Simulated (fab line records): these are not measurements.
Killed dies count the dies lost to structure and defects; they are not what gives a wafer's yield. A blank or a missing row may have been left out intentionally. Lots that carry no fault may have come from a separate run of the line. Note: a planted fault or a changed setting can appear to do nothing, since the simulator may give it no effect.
fab line records	flow nand-harc
[record] lots = 14	wafers = 42	last-day = 33
route steps=1302 shown A_CONTACT@1008 THIN_TSV@1259 END@1302
lots that met no fault: taken from a fault-free run of the same line
start-h: start of the lot's first displayed wafer, in hours after the record's first day	wait-h: how many hours have passed since the lot's step before this one	" same as the row above	L1.1+2: several wafers, shown together as one row	- either no value or no given start	* or withheld: withheld	< > ~ a bound
route shown NAME@n: names a module that has steps shown in the file, with the first one's number in the route	usual: mean and standard deviation over wafers with no fault	same: alike in all rows	chamber/n: place in a boat	sites: per-site readings	_std_site: standard deviation across them	_edge_site: the outer-site mean with the inner-site mean subtracted	radius-mm: how far each site lies from the wafer's centre	mask NAME#n: copy n	behind: the most recent tool/chamber to have shaped the wafer	hold: what put the lot on hold/how long, in hours/how the hold closed	device: transistor that didn't switch, given as n, p or np	end of line: at the end of the route, the tests of the same wafers	for a step that has no rows: nothing shown but its recipe	killed: dies that structure and defects cost at the first sort, which is not the same as the wafer's yield	map: the dies of a wafer, with x for killed, . for not killed, _ for no die there
set.NAME: the setting that was run; set.NAME@STEP: the one run at that earlier step	model.NAME: the simulator's own value behind a step, which no gauge read
the route's steps for a sample of lots (tables are steps, rows are wafers)
services: a tool's chamber out of use, with start hour (start-h, from the record's first day; less than 0 if before it), hours out, and reason
[[steps]]
[step NHARC_A_CONTACT_ETCH_114]
[recipe] source-w = withheld	pressure-mtorr = 20	bias-v = 3000	time-s = 190	target-depth-a = 18500	ar-flow-sccm = withheld	c4f8-flow-sccm = withheld	o2-flow-sccm = withheld	chemistry = C4F8/O2/Ar
lot.wafer	tool	chamber	start-h	wait-h	rf-hours-counter-h
L240.2	har-cap-etch-01	1	488.81	0.1	126
L240.1	"	0	"	"	126
L240.5	"	0	"	"	-
L243.2	har-cap-etch-02	1	504.42	0.1	84
L243.3	"	1	"	"	-
L243.5	"	1	"	"	-
L244.2	har-cap-etch-01	0	528.81	0.1	2
L244.1	"	1	"	"	2
L244.5	"	0	"	"	-
L245.1	har-cap-etch-03	0	532.27	0.1	50
L245.3	"	1	"	"	-
L245.4	"	0	"	"	-
L247.2	har-cap-etch-02	0	547.79	0.1	94
L247.1	"	1	"	"	94
L247.3	"	0	"	"	-
L246.3	har-cap-etch-03	0	549.38	0.1	-
L246.6	"	1	"	"	-
L246.5	"	0	"	"	-
L248.3	har-cap-etch-03	1	568.05	0.1	-
L248.4	"	0	"	"	-
L248.5	"	0	"	"	-
L251.4	har-cap-etch-03	1	593.35	0.2	-
L251.5	"	0	"	"	-
L251.6	"	1	"	"	-
L253.2	har-cap-etch-03	1	623.78	0.1	64
L253.6	"	0	"	"	-
L253.5	"	1	"	"	-
L255.1	har-cap-etch-03	1	637.12	0.2	66
L255.3	"	1	"	"	-
L255.6	"	1	"	"	-
L258.1	har-cap-etch-01	1	647.71	0.1	25
L258.3	"	1	"	"	-
L258.6	"	1	"	"	-
L260.1	har-cap-etch-03	0	688.34	0.1	75
L260.2	"	1	"	"	75
L260.5	"	1	"	"	-
L261.2	har-cap-etch-01	1	697.90	0.1	34
L261.3	"	0	"	"	-
L261.5	"	0	"	"	-
L262.3	har-cap-etch-03	0	723.09	0.1	-
L262.5	"	0	"	"	-
L262.6	"	1	"	"	-
[step NHARC_THIN_TSV_CD_MEAS_12]
[recipe] target-cd-nm = 1000	landing-energy-ev = 500
[usual] cd-nm = 1001.7/1.6
lot.wafer	tool	chamber	start-h	wait-h	cd-nm
L240.1	cd-sem-01	0	544.58	-	1002.2
L240.2	"	0	"	"	1004.0
L240.5	"	0	"	"	1001.7
L243.2	cd-sem-03	0	563.60	-	1001.1
L243.3	"	0	"	"	1001.6
L243.5	"	0	"	"	1001.8
L244.1	cd-sem-03	0	584.16	-	1001.7
L244.2	"	0	"	"	1002.5
L244.5	"	0	"	"	1001.0
L245.1	cd-sem-03	0	585.37	-	1000.0
L245.3	"	0	"	"	1000.1
L245.4	"	0	"	"	999.1
L247.1	cd-sem-01	0	602.97	-	999.5
L247.2	"	0	"	"	999.5
L247.3	"	0	"	"	1003.2
L246.3	cd-sem-03	0	604.18	-	1002.8
L246.5	"	0	"	"	1003.9
L246.6	"	0	"	"	1002.8
L248.3	cd-sem-03	0	621.18	-	1003.7
L248.4	"	0	"	"	1003.1
L248.5	"	0	"	"	1000.7
L251.4	cd-sem-02	0	644.80	-	1001.5
L251.5	"	0	"	"	1005.0
L251.6	"	0	"	"	1000.6
L253.2	cd-sem-01	0	674.03	-	1001.7
L253.5	"	0	"	"	1003.2
L253.6	"	0	"	"	1003.2
L255.1	cd-sem-01	0	694.77	-	1002.8
L255.3	"	0	"	"	1004.9
L255.6	"	0	"	"	1002.6
L258.1	cd-sem-02	0	706.40	-	998.8
L258.3	"	0	"	"	1002.6
L258.6	"	0	"	"	1001.4
L260.1	cd-sem-02	0	746.43	-	1001.2
L260.2	"	0	"	"	1001.3
L260.5	"	0	"	"	1000.5
L261.2	cd-sem-02	0	755.63	-	1000.6
L261.3	"	0	"	"	998.4
L261.5	"	0	"	"	999.4
L262.3	cd-sem-03	0	778.76	-	1003.0
L262.5	"	0	"	"	1003.9
L262.6	"	0	"	"	1001.5
[step NHARC_THIN_TSV_ETCH_15]
[recipe] target-depth-a = 30000	bosch-target-overetch-cycles = 2	bosch-etch-step-s = 2.8	bosch-dep-step-s = 1.2	bosch-cycles = 14
[usual] drypump-motor-current-A = 6.0/0.56
lot.wafer	tool	chamber	start-h	wait-h	drypump-motor-current-A	rf-hours-counter-h
L240.1	rie-si-01	2	545.41	-	6.8	1.1
L240.2	"	1	"	"	6.8	0.9
L240.5	"	2	"	"	6.8	-
L243.3	rie-si-04	2	564.41	-	5.8	0.2
L243.2	"	1	"	"	5.8	0.2
L243.5	"	2	"	"	5.7	-
L244.1	rie-si-04	3	584.98	-	6.1	0.3
L244.2	"	0	"	"	5.2	0.3
L244.5	"	2	"	"	5.8	-
L245.1	rie-si-02	0	586.18	-	6.3	0.8
L245.3	"	1	"	"	5.0	0.8
L245.4	"	2	"	"	5.9	0.8
L247.3	rie-si-01	0	603.80	-	6.3	0.2
L247.1	"	1	"	"	6.8	0.2
L247.2	"	2	"	"	6.8	0.3
L246.3	rie-si-04	2	605.00	-	5.8	0.4
L246.6	"	1	"	"	5.8	-
L246.5	"	2	"	"	5.7	-
L248.3	rie-si-01	3	622.01	-	5.5	0.4
L248.4	"	1	"	"	6.8	0.3
L248.5	"	2	"	"	6.8	-
L251.4	rie-si-01	1	645.65	-	6.8	0.5
L251.6	"	3	"	"	5.5	-
L251.5	"	0	"	"	6.3	-
L253.2	rie-si-02	0	674.88	-	6.3	0.2
L253.6	"	2	"	"	5.9	-
L253.5	"	3	"	"	5.9	-
L255.1	rie-si-04	3	695.59	-	6.1	1.0
L255.3	"	1	"	"	5.8	1.0
L255.6	"	0	"	"	5.2	-
L258.1	rie-si-01	3	707.24	-	5.5	1.0
L258.3	"	1	"	"	6.7	0.9
L258.6	"	1	"	"	6.7	-
L260.1	rie-si-01	1	747.25	-	6.8	0.1
L260.2	"	2	"	"	6.8	0.1
L260.5	"	1	"	"	6.8	-
L261.2	rie-si-01	3	756.44	-	5.5	0.1
L261.3	"	2	"	"	6.8	0.2
L261.5	"	3	"	"	5.5	-
L262.3	rie-si-04	2	779.60	-	5.8	0.5
L262.6	"	0	"	"	5.2	-
L262.5	"	1	"	"	5.8	-
[step NHARC_THIN_TSV_PRE_CLEAN_54]
[recipe] time-s = 30	temp-c = 280	gas = H2/He
[usual] heater-power-w = 389/50
lot.wafer	tool	chamber	start-h	wait-h	heater-power-w
L240.1	pvd-sputter-02	-	549.42	0.1	390
L240.2	"	-	"	"	381
L240.5	"	-	"	"	327
L243.2	pvd-sputter-03	-	568.53	0.0	450
L243.3	"	-	"	"	367
L243.5	"	-	"	"	454
L244.1	pvd-sputter-02	-	589.02	0.1	378
L244.2	"	-	"	"	398
L244.5	"	-	"	"	378
L245.3	pvd-sputter-02	-	590.20	0.1	371
L245.4	"	-	"	"	390
L245.1	"	-	"	"	335
L247.1	pvd-sputter-02	-	607.82	0.1	369
L247.2	"	-	"	"	393
L247.3	"	-	"	"	325
L246.3	pvd-sputter-03	-	609.03	0.1	474
L246.6	"	-	"	"	354
L246.5	"	-	"	"	448
L248.4	pvd-sputter-01	-	626.10	0.0	332
L248.3	"	-	"	"	353
L248.5	"	-	"	"	399
L251.4	pvd-sputter-03	-	649.67	0.1	356
L251.6	"	-	"	"	458
L251.5	"	-	"	"	359
L253.2	pvd-sputter-01	-	678.86	0.1	362
L253.6	"	-	"	"	361
L253.5	"	-	"	"	334
L255.1	pvd-sputter-03	-	699.79	0.0	355
L255.3	"	-	"	"	370
L255.6	"	-	"	"	466
L258.3	pvd-sputter-01	-	711.30	0.1	331
L258.1	"	-	"	"	415
L258.6	"	-	"	"	358
L260.1	pvd-sputter-01	-	751.27	0.1	335
L260.2	"	-	"	"	357
L260.5	"	-	"	"	414
L261.2	pvd-sputter-03	-	760.79	0.1	369
L261.3	"	-	"	"	464
L261.5	"	-	"	"	340
L262.3	pvd-sputter-03	-	783.62	0.1	375
L262.5	"	-	"	"	353
L262.6	"	-	"	"	459
[step NHARC_END_SORT_01]
[recipe] temp-c = 25
[usual] killed-at-array = 57/19	killed-at-other = 0.9/1.1	killed-at-periphery = 4.0/2.6	killed-dies = 62/19	killed-open = 3.3/1.8	killed-short = 2.4/1.7
[same] gross-dies = 677
lot.wafer	tool	chamber	start-h	wait-h	killed-at-array	killed-at-other	killed-at-periphery	killed-dies	killed-open	killed-short
L248.3	prober-01	0	636.79	3.1	51	2	0	53	2	0
L248.4	prober-01	0	637.59	3.4	58	0	2	60	3	6
L248.5	prober-01	0	638.39	3.7	49	1	0	50	2	2
L251.4	prober-01	0	661.23	3.4	41	2	3	46	3	6
L251.5	prober-01	0	662.03	3.7	31	0	0	31	1	2
L251.6	prober-01	0	662.83	4.0	44	0	5	49	4	2
L253.2	prober-01	0	687.69	2.8	112	0	3	115	2	0
L253.5	prober-01	0	690.08	3.7	128	1	5	134	5	4
L253.6	prober-01	0	690.87	4.0	129	1	5	135	0	1
L255.1	prober-02	0	710.92	2.5	160	1	1	162	1	4
L255.3	prober-02	0	712.50	3.1	155	1	1	157	2	1
L255.6	prober-02	0	714.86	3.9	149	0	4	153	7	1
// killed by level:class
L248.3 A_CHANNEL_HOLE_D2:chamber-film-flake=28 A_CHANNEL_HOLE_D1:chamber-film-flake=7 A_BLC:chamber-film-flake=6 A_CHANNEL_FILL_D1:chamber-film-flake=4 A_WL_FILL:chamber-film-flake=2 A_ONON_D2:geometric-particle:open=1 A_M0:geometric-particle:open=1 A_CHANNEL_FILL_D2:chamber-film-flake=1
L248.4 A_CHANNEL_HOLE_D2:chamber-film-flake=32 A_BLC:chamber-film-flake=6 A_CHANNEL_HOLE_D1:chamber-film-flake=3 A_WL_FILL:geometric-particle:short=2 A_STAIRCASE:chamber-film-flake=2 A_WL_FILL:chamber-film-flake=2 A_CONTACT:chamber-film-flake=2 P_CONTACT:geometric-particle:open=1
L248.5 A_CHANNEL_HOLE_D2:chamber-film-flake=28 A_CHANNEL_HOLE_D1:chamber-film-flake=6 A_BLC:chamber-film-flake=4 A_DECK1_JOINT:chamber-film-flake=2 A_CONTACT:chamber-film-flake=2 A_CHANNEL_FILL_D1:geometric-particle:short=1 A_CHANNEL_HOLE_D2:geometric-particle:short=1 A_SGD_CUT:geometric-particle:open=1
L251.4 A_CHANNEL_HOLE_D2:chamber-film-flake=17 A_CONTACT:chamber-film-flake=6 A_CHANNEL_HOLE_D1:chamber-film-flake=5 A_ONON_D1:geometric-particle:short=4 A_STAIRCASE:chamber-film-flake=4 P_ZERO_WELL:chamber-film-flake=3 A_ONON_D1:geometric-particle:open=1 A_WL_FILL:geometric-particle:short=1
L251.5 A_CHANNEL_HOLE_D2:chamber-film-flake=16 A_STAIRCASE:chamber-film-flake=10 A_CONTACT:chamber-film-flake=2 A_ONON_D1:geometric-particle:open=1 A_CHANNEL_FILL_D1:geometric-particle:short=1 A_WL_FILL:geometric-particle:short=1
L251.6 A_CHANNEL_HOLE_D2:chamber-film-flake=15 A_STAIRCASE:chamber-film-flake=8 A_CHANNEL_HOLE_D1:chamber-film-flake=5 A_CONTACT:chamber-film-flake=5 P_ZERO_WELL:chamber-film-flake=2 A_CHANNEL_FILL_D2:chamber-film-flake=2 A_SLIT:chamber-film-flake=2 P_CONTACT:geometric-particle:short=1
L253.2 A_CONTACT:unspecified=70 A_CHANNEL_HOLE_D1:chamber-film-flake=22 A_SLIT:chamber-film-flake=11 A_STAIRCASE:chamber-film-flake=4 A_ZERO_WELL:chamber-film-flake=2 A_WL_FILL:chamber-film-flake=2 P_BONDPAD:geometric-particle:open=1 A_CHANNEL_FILL_D2:geometric-particle:open=1
L253.5 A_CONTACT:unspecified=77 A_CHANNEL_HOLE_D1:chamber-film-flake=27 A_SLIT:chamber-film-flake=16 P_GATE:chamber-film-flake=2 P_GATE:geometric-particle:short=1 A_ONON_D1:geometric-particle:short=1 A_CHANNEL_FILL_D1:geometric-particle:short=1 A_ONON_D2:geometric-particle:open=1
L253.6 A_CONTACT:unspecified=67 A_SLIT:chamber-film-flake=30 A_CHANNEL_HOLE_D1:chamber-film-flake=29 P_GATE:chamber-film-flake=3 P_STI:chamber-film-flake=1 P_M2:chamber-film-flake=1 STARTING-WAFER:geometric-particle:short=1 A_DECK1_JOINT:chamber-film-flake=1
L255.1 A_CONTACT:unspecified=78 A_CHANNEL_HOLE_D1:chamber-film-flake=28 A_SLIT:chamber-film-flake=27 A_CHANNEL_HOLE_D2:chamber-film-flake=14 A_M1:chamber-film-flake=4 A_CONTACT:chamber-film-flake=3 P_CONTACT:geometric-particle:short=1 A_CHANNEL_FILL_D1:geometric-particle:open=1
L255.3 A_CONTACT:unspecified=77 A_SLIT:chamber-film-flake=36 A_CHANNEL_HOLE_D1:chamber-film-flake=25 A_CHANNEL_HOLE_D2:chamber-film-flake=8 A_STAIRCASE:chamber-film-flake=2 A_CONTACT:chamber-film-flake=2 A_M1:chamber-film-flake=2 P_M0:geometric-particle:open=1
L255.6 A_CONTACT:unspecified=74 A_CHANNEL_HOLE_D1:chamber-film-flake=31 A_SLIT:chamber-film-flake=20 A_CHANNEL_HOLE_D2:chamber-film-flake=12 A_ONON_D2:geometric-particle:open=3 A_STAIRCASE:chamber-film-flake=2 A_CONTACT:chamber-film-flake=2 P_GATE:geometric-particle:short=1
[[services]]
tool	chamber	start-h	hours	kind
pvd-sputter-03	-	469.41	4.6	repair
rie-si-01	0	487.40	7.2	repair
rie-si-04	2	489.99	0.9	repair
har-cap-etch-01	-	494.23	0.3	repair
har-cap-etch-01	-	497.00	17.0	pm
rie-si-04	-	519.00	9.0	pm
pvd-sputter-03	-	526.00	10.0	pm
rie-si-01	-	547.00	9.0	pm
pvd-sputter-01	-	590.51	10.0	pm
rie-si-01	3	623.43	13.3	repair
har-cap-etch-01	-	626.72	0.7	repair
pvd-sputter-02	-	638.00	10.0	pm
pvd-sputter-02	-	686.22	13.7	repair
rie-si-04	-	696.00	9.0	pm
rie-si-01	0	703.44	20.2	repair
pvd-sputter-03	-	704.00	10.0	pm
har-cap-etch-01	-	714.15	20.4	repair
rie-si-01	-	724.00	9.0	pm
rie-si-04	1	725.05	1.0	repair
pvd-sputter-02	-	727.93	2.2	repair
pvd-sputter-03	-	745.69	1.0	repair
pvd-sputter-02	-	758.02	1.9	repair
pvd-sputter-01	-	768.51	10.0	pm
rie-si-04	-	780.88	0.9	repair
[[key]]
[first-sign] step = NHARC_END_SORT_01	reading = killed-at-array	direction = up	sigmas = 4.4	usual = 57	struck = 139
[effect] step = NHARC_END_SORT_01	reading = killed-dies	direction = up	sigmas = 4.4	usual = 62	struck = 143
[more-kills-born-at] NHARC_A_CONTACT_ETCH_114@har-cap-etch-03 = 441
met-at NHARC_A_CONTACT_ETCH_114
struck-lots L253,L255
tester-left-out L253,L255
not-acting-at NHARC_THIN_TSV_CD_MEAS_12,NHARC_THIN_TSV_ETCH_15,NHARC_THIN_TSV_PRE_CLEAN_54
onset-between 593.35 623.78
[fault] kind = chamber-particle-source	tool = har-cap-etch-03	chamber = -	onset-h = 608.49	steps = NHARC_A_CONTACT_ETCH_114	rate-per-visit-cm2 = 0.50108	end-h = 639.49
// tester-left-out: of these lots the tester's yield and bins aren't shown, on N5 and GAA mostly nor the transistor test; their killed dies are dies lost to structure and defects alone, not to doping, threshold or leakage, so they don't give the yield
